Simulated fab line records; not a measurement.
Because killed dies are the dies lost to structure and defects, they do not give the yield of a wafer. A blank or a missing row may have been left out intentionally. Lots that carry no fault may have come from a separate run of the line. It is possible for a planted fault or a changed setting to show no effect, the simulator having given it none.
Split-lot trial :: flow n5-finfet :: 21 wafers read across 7 lots, on a route 1938 steps long

## THE SPLIT ITSELF
At N5_BEOL_M5_ETCH_68 (etches SOC in N2/H2, target depth 80 nm, overetch 16 nm, time 120 s), the setting bias-w was moved away from the recipe's 150 W on 5 of the 21 wafers read, by -12.3% to +5.9%. For the rest of the wafers, this setting stayed at what the recipe calls for.

The split's own step is where the reading is taken.

## THE READING
rf-vpp-V, in V, at N5_BEOL_M5_ETCH_68 (etches SOC in N2/H2, target depth 80 nm, overetch 16 nm, time 120 s). Fault-free wafers of this fab line usually give 523.9 V, standard deviation 2.3 V.

wafer: L078.1
tool, chamber at the split: rie-diel-03, 2
bias-w as run, W: 150
against the recipe: recipe
rf-vpp-V, V: 525.5
against lot-mates on the recipe: -

wafer: L078.3
tool, chamber at the split: rie-diel-03, 0
bias-w as run, W: 150
against the recipe: recipe
rf-vpp-V, V: 525.3
against lot-mates on the recipe: -

wafer: L078.4
tool, chamber at the split: rie-diel-03, 3
bias-w as run, W: 150
against the recipe: recipe
rf-vpp-V, V: 521.9
against lot-mates on the recipe: -

wafer: L079.2
tool, chamber at the split: rie-diel-06, 1
bias-w as run, W: 150
against the recipe: recipe
rf-vpp-V, V: 525.6
against lot-mates on the recipe: -

wafer: L079.5
tool, chamber at the split: rie-diel-06, 0
bias-w as run, W: 158.8
against the recipe: +5.9%
rf-vpp-V, V: 543.8
against lot-mates on the recipe: +19.1

wafer: L079.6
tool, chamber at the split: rie-diel-06, 3
bias-w as run, W: 150
against the recipe: recipe
rf-vpp-V, V: 523.8
against lot-mates on the recipe: -

wafer: L081.3
tool, chamber at the split: rie-diel-06, 3
bias-w as run, W: 150
against the recipe: recipe
rf-vpp-V, V: 524.1
against lot-mates on the recipe: -

wafer: L081.5
tool, chamber at the split: rie-diel-06, 0
bias-w as run, W: 131.6
against the recipe: -12.3%
rf-vpp-V, V: 482.6
against lot-mates on the recipe: -41.5

wafer: L081.6
tool, chamber at the split: rie-diel-06, 1
bias-w as run, W: 131.6
against the recipe: -12.3%
rf-vpp-V, V: 485.4
against lot-mates on the recipe: -38.7

wafer: L083.3
tool, chamber at the split: rie-diel-03, 2
bias-w as run, W: 150
against the recipe: recipe
rf-vpp-V, V: 524.5
against lot-mates on the recipe: -

wafer: L083.4
tool, chamber at the split: rie-diel-03, 0
bias-w as run, W: 133.3
against the recipe: -11.1%
rf-vpp-V, V: 488.8
against lot-mates on the recipe: -35.7

wafer: L083.5
tool, chamber at the split: rie-diel-03, 2
bias-w as run, W: 133.3
against the recipe: -11.1%
rf-vpp-V, V: 486.7
against lot-mates on the recipe: -37.8

wafer: L085.3
tool, chamber at the split: rie-diel-01, 3
bias-w as run, W: 150
against the recipe: recipe
rf-vpp-V, V: 522.8
against lot-mates on the recipe: -

wafer: L085.4
tool, chamber at the split: rie-diel-01, 1
bias-w as run, W: 150
against the recipe: recipe
rf-vpp-V, V: 519.4
against lot-mates on the recipe: -

wafer: L085.5
tool, chamber at the split: rie-diel-01, 1
bias-w as run, W: 150
against the recipe: recipe
rf-vpp-V, V: 519.9
against lot-mates on the recipe: -

wafer: L090.1
tool, chamber at the split: rie-diel-01, 3
bias-w as run, W: 150
against the recipe: recipe
rf-vpp-V, V: 521.4
against lot-mates on the recipe: -

wafer: L090.3
tool, chamber at the split: rie-diel-01, 1
bias-w as run, W: 150
against the recipe: recipe
rf-vpp-V, V: 519.0
against lot-mates on the recipe: -

wafer: L090.4
tool, chamber at the split: rie-diel-01, 2
bias-w as run, W: 150
against the recipe: recipe
rf-vpp-V, V: 526.9
against lot-mates on the recipe: -

wafer: L095.4
tool, chamber at the split: rie-diel-01, 0
bias-w as run, W: 150
against the recipe: recipe
rf-vpp-V, V: 523.5
against lot-mates on the recipe: -

wafer: L095.5
tool, chamber at the split: rie-diel-01, 1
bias-w as run, W: 150
against the recipe: recipe
rf-vpp-V, V: 520.1
against lot-mates on the recipe: -

wafer: L095.6
tool, chamber at the split: rie-diel-01, 2
bias-w as run, W: 150
against the recipe: recipe
rf-vpp-V, V: 526.6
against lot-mates on the recipe: -

FIT RESULTS
A straight line over all 21 wafers: rf-vpp-V changes by +3.22 V for each +1% of bias-w; r = +0.99; the points scatter about the line by 2.4 V.
The same after taking each lot's own level away (the mean of its wafers on the recipe; 21 wafers): +3.28 V for each +1%; r = +0.99; scatter 2 V.
According to that fit, moving bias-w by its largest amount changes the reading by 40 V.
The span of the lots' own levels, 520.70 to 524.70 V, comes to 1.7 times the standard deviation stated above.
Consequently the slope shifts little with the lot-to-lot level, the two slopes agreeing.
Check: for one of the wafers moved furthest among these (-12.3%), held out of the fit, the line's prediction against its lot-mates is -39.8 V. It came out at -41.5 V against them.
Tool readings at the split's step, against how far the setting was moved: rf-vpp-V r = +0.99.

## OTHER SPLITS ON THESE WAFERS
Other splits were also applied to these wafers ahead of the reading. Each is held against what the fit with the lots' levels taken away leaves over:
other split on the same wafers: N5_BEOL_M3_TRENCH_ETCH_37 source-w
wafers away from the commonest value: 9
r with rf-vpp-V (lot level and that fit taken away): -0.02

other split on the same wafers: N5_BEOL_M4_TRENCH_ETCH_37 bias-w
wafers away from the commonest value: 9
r with rf-vpp-V (lot level and that fit taken away): -0.08

other split on the same wafers: N5_BEOL_M5_ILD_DEP_00 time-s
wafers away from the commonest value: 7
r with rf-vpp-V (lot level and that fit taken away): -0.10

other split on the same wafers: N5_BEOL_M5_EXPOSE_25 dose-mj
wafers away from the commonest value: 6
r with rf-vpp-V (lot level and that fit taken away): +0.14

## THE FILE'S OWN FIT
rf-vpp-V changes by +3.28 V for each +1% of bias-w, r = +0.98.
